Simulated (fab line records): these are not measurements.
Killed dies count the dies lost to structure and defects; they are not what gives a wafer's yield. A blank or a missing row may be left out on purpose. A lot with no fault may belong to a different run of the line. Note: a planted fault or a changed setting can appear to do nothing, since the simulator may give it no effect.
Check for tools in common + flow nand_harc + 14 lots, 48 wafers sampled

== REASON FOR OPENING ==
At NHARC_A_ONON_D1_THK_MEAS_11 the reading thk_nm is flagged on 2 of 14 lots. No-fault wafers: 1005 nm, standard deviation 9.7.
Rule: a lot is flagged when every wafer of it that has a number lies more than 4 standard deviations from that mean, or none has a number. As for the other lots, they are considered sound.

| lot  | measured     | on            | thk_nm (nm), wafer by wafer | flag    |
|------|--------------|---------------|-----------------------------|---------|
| L156 | day 8 00:08  | film_metro-01 | 1009 1010 1009              |         |
| L157 | day 8 00:19  | film_metro-02 | 1007 1007 1006              |         |
| L159 | day 8 10:18  | film_metro-02 | 987 986 985                 |         |
| L160 | day 8 10:28  | film_metro-02 | 1004 1003 1004              |         |
| L161 | day 8 18:11  | film_metro-01 | 999 1000 998                |         |
| L162 | day 9 03:58  | film_metro-01 | 993 995 995                 |         |
| L163 | day 9 11:36  | film_metro-02 | 684 685 684 683 682 684     | FLAGGED |
| L165 | day 9 22:08  | film_metro-02 | 685 687 686 686 688 687     | FLAGGED |
| L173 | day 11 21:01 | film_metro-02 | 1019 1016 1015              |         |
| L174 | day 12 08:26 | film_metro-02 | 1023 1021 1022              |         |
| L176 | day 12 08:34 | film_metro-02 | 997 997 998                 |         |
| L177 | day 12 21:13 | film_metro-02 | 1010 1010 1008              |         |
| L179 | day 13 02:38 | film_metro-02 | 1011 1013 1013              |         |
| L178 | day 13 02:41 | film_metro-01 | 1001 1001 1002              |         |
The numbers of the flagged lots are 685 nm on average: -320 nm against the usual, or -33 standard deviations.

== WHICH TOOL EACH LOT WENT THROUGH ==
Before the reading, the record contains 3 process steps out of a 1159-step route. In each cell: the tool, then ch and the chambers that the sampled wafers went through, then the start.
| lot  | flag    | NHARC_P_BONDPAD_CMP_19        | NHARC_A_ZERO_WELL_ETCH_13        | NHARC_A_ONON_D1_DEP_09           |
|------|---------|-------------------------------|----------------------------------|----------------------------------|
| L156 |         | cmp-04 ch 0,1,2, day 6 22:43  | rie_si-06 ch 0,1,2, day 7 00:58  | pecvd_onon-01 ch 0, day 7 23:38  |
| L157 |         | cmp-04 ch 0,1,2, day 6 22:27  | rie_si-04 ch 0,2,3, day 7 00:29  | pecvd_onon-02 ch 0, day 7 23:49  |
| L159 |         | cmp-02 ch 0,1,3, day 7 08:02  | rie_si-01 ch 0,3, day 7 10:08    | pecvd_onon-01 ch 0, day 8 09:51  |
| L160 |         | cmp-04 ch 0,1,3, day 7 08:33  | rie_si-06 ch 1,3, day 7 10:43    | pecvd_onon-03 ch 0, day 8 10:02  |
| L161 |         | cmp-04 ch 0,2,3, day 7 15:37  | rie_si-04 ch 0,2,3, day 7 17:50  | pecvd_onon-03 ch 0, day 8 17:48  |
| L162 |         | cmp-04 ch 0,2,3, day 7 22:43  | rie_si-01 ch 0,2,3, day 8 00:53  | pecvd_onon-03 ch 0, day 9 03:31  |
| L163 | FLAGGED | cmp-04 ch 0,1,3, day 8 08:52  | rie_si-01 ch 1,2,3, day 8 10:59  | pecvd_onon-03 ch 0, day 9 11:08  |
| L165 | FLAGGED | cmp-03 ch 1,2,3, day 8 19:07  | rie_si-01 ch 0,1,2, day 8 21:19  | pecvd_onon-03 ch 0, day 9 21:42  |
| L173 |         | cmp-04 ch 0,2, day 10 18:53   | rie_si-01 ch 1,2,3, day 10 21:01 | pecvd_onon-02 ch 0, day 11 20:30 |
| L174 |         | cmp-03 ch 0,2,3, day 11 03:27 | rie_si-04 ch 0,1,3, day 11 05:39 | pecvd_onon-01 ch 0, day 12 07:55 |
| L176 |         | cmp-02 ch 0,1,2, day 11 07:05 | rie_si-04 ch 0,1,3, day 11 09:14 | pecvd_onon-02 ch 0, day 12 08:03 |
| L177 |         | cmp-02 ch 1,2, day 11 16:53   | rie_si-04 ch 0,3, day 11 18:58   | pecvd_onon-02 ch 0, day 12 20:42 |
| L179 |         | cmp-02 ch 0,1,3, day 12 01:47 | rie_si-06 ch 0,3, day 12 03:55   | pecvd_onon-03 ch 0, day 13 02:10 |
| L178 |         | cmp-02 ch 1,3, day 11 22:34   | rie_si-06 ch 0,3, day 12 00:49   | pecvd_onon-02 ch 0, day 13 02:10 |
What is done by these steps:
- NHARC_P_BONDPAD_CMP_19: polishes, t overpolish 30 s, cu recess touch 16 s, target thk 160.81 nm.
- NHARC_A_ZERO_WELL_ETCH_13: etches the open film in HBr/Cl2, target depth 120 nm, time 40.1 s.
- NHARC_A_ONON_D1_DEP_09: target thk 1000 nm.
- NHARC_A_ONON_D1_THK_MEAS_11: measures by ellipsometry.

== FLAGGED AGAINST TOTAL, ONE TOOL AT A TIME (gauges that did the reading follow at the end) ==
| step                        | tool          | lots run | flagged | share of the flagged lots | sound lots run after its first flagged lot |
|-----------------------------|---------------|----------|---------|---------------------------|--------------------------------------------|
| NHARC_P_BONDPAD_CMP_19      | cmp-02        | 5        | 0       | none                      | -                                          |
| NHARC_P_BONDPAD_CMP_19      | cmp-03        | 2        | 1       | some                      | 1 (L174)                                   |
| NHARC_P_BONDPAD_CMP_19      | cmp-04        | 7        | 1       | some                      | 1 (L173)                                   |
| NHARC_A_ZERO_WELL_ETCH_13   | rie_si-01     | 5        | 2       | all                       | 1 (L173)                                   |
| NHARC_A_ZERO_WELL_ETCH_13   | rie_si-04     | 5        | 0       | none                      | -                                          |
| NHARC_A_ZERO_WELL_ETCH_13   | rie_si-06     | 4        | 0       | none                      | -                                          |
| NHARC_A_ONON_D1_DEP_09      | pecvd_onon-01 | 3        | 0       | none                      | -                                          |
| NHARC_A_ONON_D1_DEP_09      | pecvd_onon-02 | 5        | 0       | none                      | -                                          |
| NHARC_A_ONON_D1_DEP_09      | pecvd_onon-03 | 6        | 2       | all                       | 1 (L179)                                   |
| NHARC_A_ONON_D1_THK_MEAS_11 | film_metro-01 | 4        | 0       | none                      | -                                          |
| NHARC_A_ONON_D1_THK_MEAS_11 | film_metro-02 | 10       | 2       | all                       | 5 (L173,L174,L176,L177,L179)               |

== WHAT THE TABLE ALLOWS ==
All flagged lots were run by 3 table rows, namely rie_si-01 at NHARC_A_ZERO_WELL_ETCH_13, pecvd_onon-03 at NHARC_A_ONON_D1_DEP_09, film_metro-02 at NHARC_A_ONON_D1_THK_MEAS_11.
- rie_si-01 at NHARC_A_ZERO_WELL_ETCH_13 ran 5 lots, 2 of them flagged. After the first flagged lot (L173), sound lots still ran on it; a lasting fault on the whole tool would not permit that.
- pecvd_onon-03 at NHARC_A_ONON_D1_DEP_09 ran 6 lots, 2 of them flagged. After the first flagged lot (L179), sound lots still ran on it; a lasting fault on the whole tool would not permit that.
- film_metro-02 at NHARC_A_ONON_D1_THK_MEAS_11 ran 10 lots, 2 of them flagged. After the first flagged lot (L173, L174, L176, L177, L179), sound lots still ran on it; a lasting fault on the whole tool would not permit that.
There is no row in the table that ran each flagged lot and no sound lot after the first.

== WHAT WAS PUT IN BY THE SIMULATOR ==
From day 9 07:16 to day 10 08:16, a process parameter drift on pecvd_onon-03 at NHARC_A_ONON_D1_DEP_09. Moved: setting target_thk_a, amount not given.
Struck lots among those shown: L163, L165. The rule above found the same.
